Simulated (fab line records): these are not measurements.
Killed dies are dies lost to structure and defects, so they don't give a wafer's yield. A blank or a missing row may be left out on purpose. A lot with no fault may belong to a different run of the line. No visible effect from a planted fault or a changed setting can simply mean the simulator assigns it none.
What tool caused it? || flow n5 finfet || Sampling: 24 lots, 72 wafers, 5 of 1938 route steps

## WHAT THE GAUGES SHOWED, per wafer
N5_FIN_SAQP_CD_MEAS_37: target cd 8 nm.
{"lot": "L074", "measured": "day 2 01:48", "on": "cd sem-01", "cd nm (nm)": "8.1 7.8 8.4"}
{"lot": "L075", "measured": "day 2 09:06", "on": "cd sem-01", "cd nm (nm)": "7.9 7.7 8.1"}
{"lot": "L076", "measured": "day 2 14:24", "on": "cd sem-03", "cd nm (nm)": "7.8 8.2 7.8"}
{"lot": "L077", "measured": "day 2 20:54", "on": "cd sem-01", "cd nm (nm)": "8.4 8.4 8.2"}
{"lot": "L078", "measured": "day 3 04:10", "on": "cd sem-01", "cd nm (nm)": "8.3 7.8 8.6"}
{"lot": "L079", "measured": "day 3 07:40", "on": "cd sem-03", "cd nm (nm)": "8.3 7.6 8.1"}
{"lot": "L080", "measured": "day 3 15:02", "on": "cd sem-03", "cd nm (nm)": "8.4 8.4 7.7"}
{"lot": "L081", "measured": "day 3 20:23", "on": "cd sem-01", "cd nm (nm)": "7.8 8.6 8.3"}
{"lot": "L082", "measured": "day 4 02:43", "on": "cd sem-02", "cd nm (nm)": "8.5 8.8 8.2"}
{"lot": "L083", "measured": "day 4 08:30", "on": "cd sem-03", "cd nm (nm)": "8.1 8.1 7.8"}
{"lot": "L084", "measured": "day 4 14:14", "on": "cd sem-02", "cd nm (nm)": "8.1 7.3 7.4"}
{"lot": "L085", "measured": "day 4 20:12", "on": "cd sem-02", "cd nm (nm)": "8.2 8.6 7.7"}
{"lot": "L086", "measured": "day 5 05:44", "on": "cd sem-03", "cd nm (nm)": "7.9 8.1 8.4"}
{"lot": "L087", "measured": "day 5 12:30", "on": "cd sem-03", "cd nm (nm)": "8.1 7.3 7.8"}
{"lot": "L088", "measured": "day 5 14:24", "on": "cd sem-03", "cd nm (nm)": "8.3 8.1 8.0"}
{"lot": "L089", "measured": "day 5 19:56", "on": "cd sem-03", "cd nm (nm)": "7.6 7.9 8.1"}
{"lot": "L090", "measured": "day 6 03:16", "on": "cd sem-03", "cd nm (nm)": "7.9 7.8 8.2"}
{"lot": "L091", "measured": "day 6 08:52", "on": "cd sem-03", "cd nm (nm)": "8.3 8.1 8.2"}
{"lot": "L092", "measured": "day 6 14:33", "on": "cd sem-02", "cd nm (nm)": "8.1 9.0 8.6"}
{"lot": "L093", "measured": "day 6 19:35", "on": "cd sem-01", "cd nm (nm)": "8.2 7.3 8.4"}
{"lot": "L094", "measured": "day 7 02:31", "on": "cd sem-02", "cd nm (nm)": "7.2 7.8 7.7"}
{"lot": "L095", "measured": "day 7 08:38", "on": "cd sem-03", "cd nm (nm)": "7.6 8.2 8.0"}
{"lot": "L096", "measured": "day 7 15:21", "on": "cd sem-02", "cd nm (nm)": "8.0 8.5 7.4"}
{"lot": "L097", "measured": "day 7 23:09", "on": "cd sem-02", "cd nm (nm)": "8.5 7.9 7.9"}

N5_FIN_CUT_INSPECT_17: inspects for defects (brightfield).
{"lot": "L074", "measured": "day 2 03:25", "on": "defect inspect-02", "raw defect count": "354 288 252"}
{"lot": "L075", "measured": "day 2 10:34", "on": "defect inspect-02", "raw defect count": "208 275 179"}
{"lot": "L076", "measured": "day 2 16:00", "on": "defect inspect-02", "raw defect count": "394 368 298"}
{"lot": "L077", "measured": "day 2 22:29", "on": "defect inspect-01", "raw defect count": "185 121 159"}
{"lot": "L078", "measured": "day 3 06:04", "on": "defect inspect-01", "raw defect count": "246 190 145"}
{"lot": "L079", "measured": "day 3 09:08", "on": "defect inspect-01", "raw defect count": "228 200 165"}
{"lot": "L080", "measured": "day 3 16:30", "on": "defect inspect-02", "raw defect count": "156 287 198"}
{"lot": "L081", "measured": "day 3 22:02", "on": "defect inspect-02", "raw defect count": "160 139 198"}
{"lot": "L082", "measured": "day 4 04:33", "on": "defect inspect-02", "raw defect count": "168 212 236"}
{"lot": "L083", "measured": "day 4 09:58", "on": "defect inspect-02", "raw defect count": "198 236 172"}
{"lot": "L084", "measured": "day 4 15:50", "on": "defect inspect-02", "raw defect count": "243 200 240"}
{"lot": "L085", "measured": "day 4 21:47", "on": "defect inspect-01", "raw defect count": "170 160 255"}
{"lot": "L086", "measured": "day 5 07:16", "on": "defect inspect-02", "raw defect count": "325 196 164"}
{"lot": "L087", "measured": "day 5 14:22", "on": "defect inspect-01", "raw defect count": "195 169 185"}
{"lot": "L088", "measured": "day 5 15:57", "on": "defect inspect-02", "raw defect count": "239 298 348"}
{"lot": "L089", "measured": "day 5 21:33", "on": "defect inspect-02", "raw defect count": "192 231 109"}
{"lot": "L090", "measured": "day 6 04:53", "on": "defect inspect-02", "raw defect count": "195 122 225"}
{"lot": "L091", "measured": "day 6 10:20", "on": "defect inspect-02", "raw defect count": "279 303 229"}
{"lot": "L092", "measured": "day 6 16:01", "on": "defect inspect-01", "raw defect count": "289 202 238"}
{"lot": "L093", "measured": "day 6 21:10", "on": "defect inspect-02", "raw defect count": "323 332 231"}
{"lot": "L094", "measured": "day 7 04:03", "on": "defect inspect-01", "raw defect count": "249 177 254"}
{"lot": "L095", "measured": "day 7 10:25", "on": "defect inspect-02", "raw defect count": "231 202 246"}
{"lot": "L096", "measured": "day 7 17:03", "on": "defect inspect-02", "raw defect count": "190 286 178"}
{"lot": "L097", "measured": "day 8 00:44", "on": "defect inspect-01", "raw defect count": "216 215 213"}

## EACH LOT AND THE TOOL THAT RAN IT (in order: tool; ch and the chambers of the sampled wafers; start)
{"lot": "L074", "N5_FIN_SAQP_RECESS_71": "vapor etch-01 ch 0,1, day 2 00:35", "N5_FIN_SAQP_MANDREL2_REMOVE_60": "rie si-06 ch 1,2, day 2 01:11", "N5_FIN_CUT_ETCH_20": "rie diel-02 ch 2,3, day 2 02:34"}
{"lot": "L075", "N5_FIN_SAQP_RECESS_71": "vapor etch-02 ch 0,1, day 2 06:59", "N5_FIN_SAQP_MANDREL2_REMOVE_60": "rie si-04 ch 0,1, day 2 08:32", "N5_FIN_CUT_ETCH_20": "rie diel-06 ch 1,2,3, day 2 09:42"}
{"lot": "L076", "N5_FIN_SAQP_RECESS_71": "vapor etch-02 ch 0,1, day 2 13:10", "N5_FIN_SAQP_MANDREL2_REMOVE_60": "rie si-04 ch 1,2,3, day 2 13:47", "N5_FIN_CUT_ETCH_20": "rie diel-06 ch 0,1,3, day 2 15:08"}
{"lot": "L077", "N5_FIN_SAQP_RECESS_71": "vapor etch-01 ch 0,1, day 2 19:29", "N5_FIN_SAQP_MANDREL2_REMOVE_60": "rie si-04 ch 0,1,3, day 2 20:16", "N5_FIN_CUT_ETCH_20": "rie diel-01 ch 0,1,3, day 2 21:38"}
{"lot": "L078", "N5_FIN_SAQP_RECESS_71": "vapor etch-01 ch 0,1, day 3 02:54", "N5_FIN_SAQP_MANDREL2_REMOVE_60": "rie si-06 ch 0,2,3, day 3 03:28", "N5_FIN_CUT_ETCH_20": "rie diel-02 ch 1,2, day 3 05:11"}
{"lot": "L079", "N5_FIN_SAQP_RECESS_71": "vapor etch-02 ch 0,1, day 3 06:28", "N5_FIN_SAQP_MANDREL2_REMOVE_60": "rie si-04 ch 0,3, day 3 07:06", "N5_FIN_CUT_ETCH_20": "rie diel-01 ch 1,2, day 3 08:17"}
{"lot": "L080", "N5_FIN_SAQP_RECESS_71": "vapor etch-01 ch 0,1, day 3 13:54", "N5_FIN_SAQP_MANDREL2_REMOVE_60": "rie si-04 ch 0,1,3, day 3 14:28", "N5_FIN_CUT_ETCH_20": "rie diel-01 ch 0,2,3, day 3 15:38"}
{"lot": "L081", "N5_FIN_SAQP_RECESS_71": "vapor etch-02 ch 0,1, day 3 19:13", "N5_FIN_SAQP_MANDREL2_REMOVE_60": "rie si-03 ch 0,1, day 3 19:47", "N5_FIN_CUT_ETCH_20": "rie diel-06 ch 2,3, day 3 21:10"}
{"lot": "L082", "N5_FIN_SAQP_RECESS_71": "vapor etch-01 ch 0, day 4 01:35", "N5_FIN_SAQP_MANDREL2_REMOVE_60": "rie si-03 ch 0,1,2, day 4 02:08", "N5_FIN_CUT_ETCH_20": "rie diel-01 ch 0,3, day 4 03:28"}
{"lot": "L083", "N5_FIN_SAQP_RECESS_71": "vapor etch-02 ch 0,1, day 4 07:24", "N5_FIN_SAQP_MANDREL2_REMOVE_60": "rie si-06 ch 0,3, day 4 07:55", "N5_FIN_CUT_ETCH_20": "rie diel-06 ch 0,1,2, day 4 09:08"}
{"lot": "L084", "N5_FIN_SAQP_RECESS_71": "vapor etch-02 ch 0,1, day 4 13:01", "N5_FIN_SAQP_MANDREL2_REMOVE_60": "rie si-06 ch 0,1,3, day 4 13:42", "N5_FIN_CUT_ETCH_20": "rie diel-06 ch 0,1,2, day 4 14:59"}
{"lot": "L085", "N5_FIN_SAQP_RECESS_71": "vapor etch-01 ch 0,1, day 4 18:25", "N5_FIN_SAQP_MANDREL2_REMOVE_60": "rie si-06 ch 0,1, day 4 19:38", "N5_FIN_CUT_ETCH_20": "rie diel-06 ch 0,3, day 4 20:56"}
{"lot": "L086", "N5_FIN_SAQP_RECESS_71": "vapor etch-02 ch 0,1, day 5 03:20", "N5_FIN_SAQP_MANDREL2_REMOVE_60": "rie si-03 ch 1,3, day 5 05:04", "N5_FIN_CUT_ETCH_20": "rie diel-02 ch 1,3, day 5 06:20"}
{"lot": "L087", "N5_FIN_SAQP_RECESS_71": "vapor etch-02 ch 0,1, day 5 10:38", "N5_FIN_SAQP_MANDREL2_REMOVE_60": "rie si-06 ch 0,1, day 5 11:49", "N5_FIN_CUT_ETCH_20": "rie diel-02 ch 0,2, day 5 13:26"}
{"lot": "L088", "N5_FIN_SAQP_RECESS_71": "vapor etch-02 ch 0,1, day 5 12:50", "N5_FIN_SAQP_MANDREL2_REMOVE_60": "rie si-03 ch 1,2,3, day 5 13:50", "N5_FIN_CUT_ETCH_20": "rie diel-02 ch 0,1,3, day 5 15:04"}
{"lot": "L089", "N5_FIN_SAQP_RECESS_71": "vapor etch-01 ch 0,1, day 5 18:43", "N5_FIN_SAQP_MANDREL2_REMOVE_60": "rie si-06 ch 0,1,2, day 5 19:22", "N5_FIN_CUT_ETCH_20": "rie diel-01 ch 0,2, day 5 20:35"}
{"lot": "L090", "N5_FIN_SAQP_RECESS_71": "vapor etch-01 ch 0,1, day 6 00:38", "N5_FIN_SAQP_MANDREL2_REMOVE_60": "rie si-03 ch 0,1,3, day 6 02:43", "N5_FIN_CUT_ETCH_20": "rie diel-01 ch 1,2,3, day 6 04:02"}
{"lot": "L091", "N5_FIN_SAQP_RECESS_71": "vapor etch-01 ch 1, day 6 07:38", "N5_FIN_SAQP_MANDREL2_REMOVE_60": "rie si-03 ch 0,1,3, day 6 08:14", "N5_FIN_CUT_ETCH_20": "rie diel-06 ch 0,2,3, day 6 09:29"}
{"lot": "L092", "N5_FIN_SAQP_RECESS_71": "vapor etch-02 ch 0,1, day 6 12:52", "N5_FIN_SAQP_MANDREL2_REMOVE_60": "rie si-03 ch 1,3, day 6 13:50", "N5_FIN_CUT_ETCH_20": "rie diel-06 ch 0,2,3, day 6 15:10"}
{"lot": "L093", "N5_FIN_SAQP_RECESS_71": "vapor etch-02 ch 0,1, day 6 18:28", "N5_FIN_SAQP_MANDREL2_REMOVE_60": "rie si-06 ch 1,2,3, day 6 19:01", "N5_FIN_CUT_ETCH_20": "rie diel-06 ch 1,2,3, day 6 20:11"}
{"lot": "L094", "N5_FIN_SAQP_RECESS_71": "vapor etch-02 ch 1, day 7 01:16", "N5_FIN_SAQP_MANDREL2_REMOVE_60": "rie si-03 ch 1,2, day 7 01:56", "N5_FIN_CUT_ETCH_20": "rie diel-01 ch 0,1,2, day 7 03:07"}
{"lot": "L095", "N5_FIN_SAQP_RECESS_71": "vapor etch-01 ch 1, day 7 07:25", "N5_FIN_SAQP_MANDREL2_REMOVE_60": "rie si-03 ch 0,1,2, day 7 08:04", "N5_FIN_CUT_ETCH_20": "rie diel-01 ch 1,2,3, day 7 09:21"}
{"lot": "L096", "N5_FIN_SAQP_RECESS_71": "vapor etch-01 ch 0,1, day 7 14:03", "N5_FIN_SAQP_MANDREL2_REMOVE_60": "rie si-04 ch 0,3, day 7 14:41", "N5_FIN_CUT_ETCH_20": "rie diel-01 ch 0,2, day 7 16:11"}
{"lot": "L097", "N5_FIN_SAQP_RECESS_71": "vapor etch-02 ch 0,1, day 7 21:58", "N5_FIN_SAQP_MANDREL2_REMOVE_60": "rie si-04 ch 0,1,2, day 7 22:31", "N5_FIN_CUT_ETCH_20": "rie diel-01 ch 0,1,3, day 7 23:53"}
- N5_FIN_SAQP_RECESS_71: chemistry HF/NH3, target SiO2, target depth 3 nm, afs cycles 1, sublimation time 60 s.
- N5_FIN_SAQP_MANDREL2_REMOVE_60: chemistry HBr/Cl2/O2, target a-Si, stops on SiNx, bt time 10 s.
- N5_FIN_CUT_ETCH_20: etches SiARC in CF4, target depth 26 nm, time 43.3 s.

## AS READ BY THE TOOLS THEMSELVES (means over the sampled wafers that have a number; for cases with no such wafer, the mark the record gives instead)
N5_FIN_SAQP_RECESS_71.
{"lot": "L074", "tool": "vapor etch-01", "drypump motor current A (A)": 5.8}
{"lot": "L075", "tool": "vapor etch-02", "drypump motor current A (A)": 5.6}
{"lot": "L076", "tool": "vapor etch-02", "drypump motor current A (A)": 5.3}
{"lot": "L077", "tool": "vapor etch-01", "drypump motor current A (A)": 6.0}
{"lot": "L078", "tool": "vapor etch-01", "drypump motor current A (A)": 6.0}
{"lot": "L079", "tool": "vapor etch-02", "drypump motor current A (A)": 5.6}
{"lot": "L080", "tool": "vapor etch-01", "drypump motor current A (A)": 6.0}
{"lot": "L081", "tool": "vapor etch-02", "drypump motor current A (A)": 5.3}
{"lot": "L082", "tool": "vapor etch-01", "drypump motor current A (A)": 5.6}
{"lot": "L083", "tool": "vapor etch-02", "drypump motor current A (A)": 5.3}
{"lot": "L084", "tool": "vapor etch-02", "drypump motor current A (A)": 5.4}
{"lot": "L085", "tool": "vapor etch-01", "drypump motor current A (A)": 5.8}
{"lot": "L086", "tool": "vapor etch-02", "drypump motor current A (A)": 5.4}
{"lot": "L087", "tool": "vapor etch-02", "drypump motor current A (A)": 5.6}
{"lot": "L088", "tool": "vapor etch-02", "drypump motor current A (A)": 5.6}
{"lot": "L089", "tool": "vapor etch-01", "drypump motor current A (A)": 5.8}
{"lot": "L090", "tool": "vapor etch-01", "drypump motor current A (A)": 5.9}
{"lot": "L091", "tool": "vapor etch-01", "drypump motor current A (A)": 6.2}
{"lot": "L092", "tool": "vapor etch-02", "drypump motor current A (A)": 5.4}
{"lot": "L093", "tool": "vapor etch-02", "drypump motor current A (A)": 5.6}
{"lot": "L094", "tool": "vapor etch-02", "drypump motor current A (A)": 5.9}
{"lot": "L095", "tool": "vapor etch-01", "drypump motor current A (A)": 6.2}
{"lot": "L096", "tool": "vapor etch-01", "drypump motor current A (A)": 5.9}
{"lot": "L097", "tool": "vapor etch-02", "drypump motor current A (A)": 5.4}

N5_FIN_SAQP_MANDREL2_REMOVE_60.
{"lot": "L074", "tool": "rie si-06", "chamber pressure mTorr (mTorr)": 9.996, "drypump motor current A (A)": 5.7, "oes product au (a.u.)": 1.008, "throttle valve pct (%)": 37.4}
{"lot": "L075", "tool": "rie si-04", "chamber pressure mTorr (mTorr)": 9.987, "drypump motor current A (A)": 4.8, "oes product au (a.u.)": 0.988, "throttle valve pct (%)": 37.1}
{"lot": "L076", "tool": "rie si-04", "chamber pressure mTorr (mTorr)": 10.000, "drypump motor current A (A)": 5.5, "oes product au (a.u.)": 0.983, "throttle valve pct (%)": 36.6}
{"lot": "L077", "tool": "rie si-04", "chamber pressure mTorr (mTorr)": 10.004, "drypump motor current A (A)": 5.3, "oes product au (a.u.)": 0.994, "throttle valve pct (%)": 36.7}
{"lot": "L078", "tool": "rie si-06", "chamber pressure mTorr (mTorr)": 9.992, "drypump motor current A (A)": 5.9, "oes product au (a.u.)": 0.992, "throttle valve pct (%)": 36.6}
{"lot": "L079", "tool": "rie si-04", "chamber pressure mTorr (mTorr)": 10.000, "drypump motor current A (A)": 5.8, "oes product au (a.u.)": 0.994, "throttle valve pct (%)": 36.3}
{"lot": "L080", "tool": "rie si-04", "chamber pressure mTorr (mTorr)": 10.000, "drypump motor current A (A)": 5.3, "oes product au (a.u.)": 0.997, "throttle valve pct (%)": 36.7}
{"lot": "L081", "tool": "rie si-03", "chamber pressure mTorr (mTorr)": 10.005, "drypump motor current A (A)": 5.4, "oes product au (a.u.)": 1.022, "throttle valve pct (%)": 36.7}
{"lot": "L082", "tool": "rie si-03", "chamber pressure mTorr (mTorr)": 10.003, "drypump motor current A (A)": 5.9, "oes product au (a.u.)": 1.014, "throttle valve pct (%)": 36.6}
{"lot": "L083", "tool": "rie si-06", "chamber pressure mTorr (mTorr)": 10.003, "drypump motor current A (A)": 5.9, "oes product au (a.u.)": 0.992, "throttle valve pct (%)": 36.1}
{"lot": "L084", "tool": "rie si-06", "chamber pressure mTorr (mTorr)": 10.001, "drypump motor current A (A)": 5.6, "oes product au (a.u.)": 0.998, "throttle valve pct (%)": 36.6}
{"lot": "L085", "tool": "rie si-06", "chamber pressure mTorr (mTorr)": 9.998, "drypump motor current A (A)": 5.4, "oes product au (a.u.)": 1.012, "throttle valve pct (%)": 36.7}
{"lot": "L086", "tool": "rie si-03", "chamber pressure mTorr (mTorr)": 9.992, "drypump motor current A (A)": 6.4, "oes product au (a.u.)": 0.977, "throttle valve pct (%)": 36.6}
{"lot": "L087", "tool": "rie si-06", "chamber pressure mTorr (mTorr)": 9.996, "drypump motor current A (A)": 5.4, "oes product au (a.u.)": 1.013, "throttle valve pct (%)": 37.1}
{"lot": "L088", "tool": "rie si-03", "chamber pressure mTorr (mTorr)": 9.976, "drypump motor current A (A)": 6.4, "oes product au (a.u.)": 0.982, "throttle valve pct (%)": 36.6}
{"lot": "L089", "tool": "rie si-06", "chamber pressure mTorr (mTorr)": 9.998, "drypump motor current A (A)": 5.6, "oes product au (a.u.)": 1.003, "throttle valve pct (%)": 36.8}
{"lot": "L090", "tool": "rie si-03", "chamber pressure mTorr (mTorr)": 10.006, "drypump motor current A (A)": 5.9, "oes product au (a.u.)": 1.004, "throttle valve pct (%)": 36.7}
{"lot": "L091", "tool": "rie si-03", "chamber pressure mTorr (mTorr)": 10.008, "drypump motor current A (A)": 5.9, "oes product au (a.u.)": 1.000, "throttle valve pct (%)": 36.6}
{"lot": "L092", "tool": "rie si-03", "chamber pressure mTorr (mTorr)": 9.995, "drypump motor current A (A)": 6.4, "oes product au (a.u.)": 0.982, "throttle valve pct (%)": 36.6}
{"lot": "L093", "tool": "rie si-06", "chamber pressure mTorr (mTorr)": 9.999, "drypump motor current A (A)": 5.9, "oes product au (a.u.)": 0.983, "throttle valve pct (%)": 36.7}
{"lot": "L094", "tool": "rie si-03", "chamber pressure mTorr (mTorr)": 9.991, "drypump motor current A (A)": 6.4, "oes product au (a.u.)": 1.017, "throttle valve pct (%)": 36.7}
{"lot": "L095", "tool": "rie si-03", "chamber pressure mTorr (mTorr)": 10.002, "drypump motor current A (A)": 5.9, "oes product au (a.u.)": 1.024, "throttle valve pct (%)": 36.7}
{"lot": "L096", "tool": "rie si-04", "chamber pressure mTorr (mTorr)": 10.000, "drypump motor current A (A)": 5.8, "oes product au (a.u.)": 0.994, "throttle valve pct (%)": 36.3}
{"lot": "L097", "tool": "rie si-04", "chamber pressure mTorr (mTorr)": 10.012, "drypump motor current A (A)": 5.2, "oes product au (a.u.)": 0.993, "throttle valve pct (%)": 36.6}

N5_FIN_CUT_ETCH_20.
{"lot": "L074", "tool": "rie diel-02", "chamber pressure mTorr (mTorr)": 40.01, "drypump motor current A (A)": 5.5, "etch rf on time s (s)": 44.7, "oes product au (a.u.)": 0.68, "rf vpp V (V)": 184.1, "showerhead plenum p Torr (Torr)": 2.14, "throttle valve pct (%)": 15.59}
{"lot": "L075", "tool": "rie diel-06", "chamber pressure mTorr (mTorr)": 40.05, "drypump motor current A (A)": 6.1, "etch rf on time s (s)": 45.1, "oes product au (a.u.)": 0.60, "rf vpp V (V)": 183.4, "showerhead plenum p Torr (Torr)": 2.10, "throttle valve pct (%)": 15.81}
{"lot": "L076", "tool": "rie diel-06", "chamber pressure mTorr (mTorr)": 40.02, "drypump motor current A (A)": 6.3, "etch rf on time s (s)": 45.1, "oes product au (a.u.)": 0.59, "rf vpp V (V)": 183.5, "showerhead plenum p Torr (Torr)": 2.15, "throttle valve pct (%)": 15.69}
{"lot": "L077", "tool": "rie diel-01", "chamber pressure mTorr (mTorr)": 40.03, "drypump motor current A (A)": 5.7, "etch rf on time s (s)": 44.7, "oes product au (a.u.)": 0.60, "rf vpp V (V)": 184.1, "showerhead plenum p Torr (Torr)": 2.15, "throttle valve pct (%)": 15.57}
{"lot": "L078", "tool": "rie diel-02", "chamber pressure mTorr (mTorr)": 39.98, "drypump motor current A (A)": 5.3, "etch rf on time s (s)": 44.8, "oes product au (a.u.)": 0.66, "rf vpp V (V)": 184.2, "showerhead plenum p Torr (Torr)": 2.12, "throttle valve pct (%)": 15.56}
{"lot": "L079", "tool": "rie diel-01", "chamber pressure mTorr (mTorr)": 39.95, "drypump motor current A (A)": 5.5, "etch rf on time s (s)": 43.0, "oes product au (a.u.)": 0.65, "rf vpp V (V)": 183.9, "showerhead plenum p Torr (Torr)": 2.17, "throttle valve pct (%)": 15.67}
{"lot": "L080", "tool": "rie diel-01", "chamber pressure mTorr (mTorr)": 39.97, "drypump motor current A (A)": 5.7, "etch rf on time s (s)": 43.9, "oes product au (a.u.)": 0.60, "rf vpp V (V)": 183.6, "showerhead plenum p Torr (Torr)": 2.09, "throttle valve pct (%)": 15.54}
{"lot": "L081", "tool": "rie diel-06", "chamber pressure mTorr (mTorr)": 40.02, "drypump motor current A (A)": 6.0, "etch rf on time s (s)": 45.9, "oes product au (a.u.)": 0.60, "rf vpp V (V)": 183.2, "showerhead plenum p Torr (Torr)": 2.07, "throttle valve pct (%)": 15.92}
{"lot": "L082", "tool": "rie diel-01", "chamber pressure mTorr (mTorr)": 39.99, "drypump motor current A (A)": 5.9, "etch rf on time s (s)": 44.8, "oes product au (a.u.)": 0.58, "rf vpp V (V)": 183.7, "showerhead plenum p Torr (Torr)": 2.09, "throttle valve pct (%)": 15.55}
{"lot": "L083", "tool": "rie diel-06", "chamber pressure mTorr (mTorr)": 39.99, "drypump motor current A (A)": 6.5, "etch rf on time s (s)": 45.3, "oes product au (a.u.)": 0.69, "rf vpp V (V)": 184.1, "showerhead plenum p Torr (Torr)": 2.12, "throttle valve pct (%)": 15.58}
{"lot": "L084", "tool": "rie diel-06", "chamber pressure mTorr (mTorr)": 39.98, "drypump motor current A (A)": 6.4, "etch rf on time s (s)": 45.1, "oes product au (a.u.)": 0.68, "rf vpp V (V)": 184.2, "showerhead plenum p Torr (Torr)": 2.12, "throttle valve pct (%)": 15.58}
{"lot": "L085", "tool": "rie diel-06", "chamber pressure mTorr (mTorr)": 39.99, "drypump motor current A (A)": 6.4, "etch rf on time s (s)": 46.1, "oes product au (a.u.)": 0.68, "rf vpp V (V)": 184.9, "showerhead plenum p Torr (Torr)": 2.17, "throttle valve pct (%)": 15.50}
{"lot": "L086", "tool": "rie diel-02", "chamber pressure mTorr (mTorr)": 40.01, "drypump motor current A (A)": 6.0, "etch rf on time s (s)": 43.4, "oes product au (a.u.)": 0.68, "rf vpp V (V)": 184.0, "showerhead plenum p Torr (Torr)": 2.12, "throttle valve pct (%)": 15.58}
{"lot": "L087", "tool": "rie diel-02", "chamber pressure mTorr (mTorr)": 39.98, "drypump motor current A (A)": 5.3, "etch rf on time s (s)": 45.8, "oes product au (a.u.)": 0.66, "rf vpp V (V)": 185.0, "showerhead plenum p Torr (Torr)": 2.18, "throttle valve pct (%)": 15.54}
{"lot": "L088", "tool": "rie diel-02", "chamber pressure mTorr (mTorr)": 39.99, "drypump motor current A (A)": 5.9, "etch rf on time s (s)": 45.3, "oes product au (a.u.)": 0.66, "rf vpp V (V)": 184.9, "showerhead plenum p Torr (Torr)": 2.17, "throttle valve pct (%)": 15.48}
{"lot": "L089", "tool": "rie diel-01", "chamber pressure mTorr (mTorr)": 40.03, "drypump motor current A (A)": 5.5, "etch rf on time s (s)": 43.1, "oes product au (a.u.)": 0.75, "rf vpp V (V)": 183.1, "showerhead plenum p Torr (Torr)": 2.14, "throttle valve pct (%)": 15.19}
{"lot": "L090", "tool": "rie diel-01", "chamber pressure mTorr (mTorr)": 40.04, "drypump motor current A (A)": 5.6, "etch rf on time s (s)": 44.2, "oes product au (a.u.)": 0.61, "rf vpp V (V)": 184.1, "showerhead plenum p Torr (Torr)": 2.10, "throttle valve pct (%)": 15.65}
{"lot": "L091", "tool": "rie diel-06", "chamber pressure mTorr (mTorr)": 40.01, "drypump motor current A (A)": 6.2, "etch rf on time s (s)": 45.2, "oes product au (a.u.)": 0.67, "rf vpp V (V)": 182.6, "showerhead plenum p Torr (Torr)": 2.12, "throttle valve pct (%)": 15.66}
{"lot": "L092", "tool": "rie diel-06", "chamber pressure mTorr (mTorr)": 39.97, "drypump motor current A (A)": 6.2, "etch rf on time s (s)": 45.6, "oes product au (a.u.)": 0.66, "rf vpp V (V)": 183.7, "showerhead plenum p Torr (Torr)": 2.12, "throttle valve pct (%)": 15.67}
{"lot": "L093", "tool": "rie diel-06", "chamber pressure mTorr (mTorr)": 39.96, "drypump motor current A (A)": 6.1, "etch rf on time s (s)": 45.1, "oes product au (a.u.)": 0.72, "rf vpp V (V)": 183.6, "showerhead plenum p Torr (Torr)": 2.08, "throttle valve pct (%)": 15.55}
{"lot": "L094", "tool": "rie diel-01", "chamber pressure mTorr (mTorr)": 40.01, "drypump motor current A (A)": 5.5, "etch rf on time s (s)": 43.1, "oes product au (a.u.)": 0.68, "rf vpp V (V)": 184.6, "showerhead plenum p Torr (Torr)": 2.15, "throttle valve pct (%)": 15.47}
{"lot": "L095", "tool": "rie diel-01", "chamber pressure mTorr (mTorr)": 40.03, "drypump motor current A (A)": 5.6, "etch rf on time s (s)": 44.3, "oes product au (a.u.)": 0.61, "rf vpp V (V)": 183.0, "showerhead plenum p Torr (Torr)": 2.10, "throttle valve pct (%)": 15.67}
{"lot": "L096", "tool": "rie diel-01", "chamber pressure mTorr (mTorr)": 40.02, "drypump motor current A (A)": 5.6, "etch rf on time s (s)": 43.0, "oes product au (a.u.)": 0.67, "rf vpp V (V)": 184.1, "showerhead plenum p Torr (Torr)": 2.09, "throttle valve pct (%)": 15.43}
{"lot": "L097", "tool": "rie diel-01", "chamber pressure mTorr (mTorr)": 40.00, "drypump motor current A (A)": 5.7, "etch rf on time s (s)": 44.2, "oes product au (a.u.)": 0.65, "rf vpp V (V)": 184.1, "showerhead plenum p Torr (Torr)": 2.14, "throttle valve pct (%)": 15.48}

## THE ANSWER, worked out from the rows above alone
Rule: what is usual is taken from the lots themselves. Put in order of their means at a reading, lots are off if they are a third of the lots or fewer, leave a main group of 4 or more, and stand apart from it by a gap of 3 or more times the standard deviation of the main group's means; of several such gaps the widest counts. A main group whose means are all the same, to the digits that the tables above print for the reading, isn't used. A lot without any number at a reading at which 4 lots or more have one is off too. All remaining lots with rows at the step are treated as sound. After the gauges, taken in route order, come the tools' own readings; for these a lot's mean is taken, as printed above. The first step at which some lot is off is used, and at that step the reading that is off furthest; a lot without a number counts as furthest.
No lot is off at any reading shown: from this, nothing can be told.

## WHAT THE SIMULATOR HAD PUT IN
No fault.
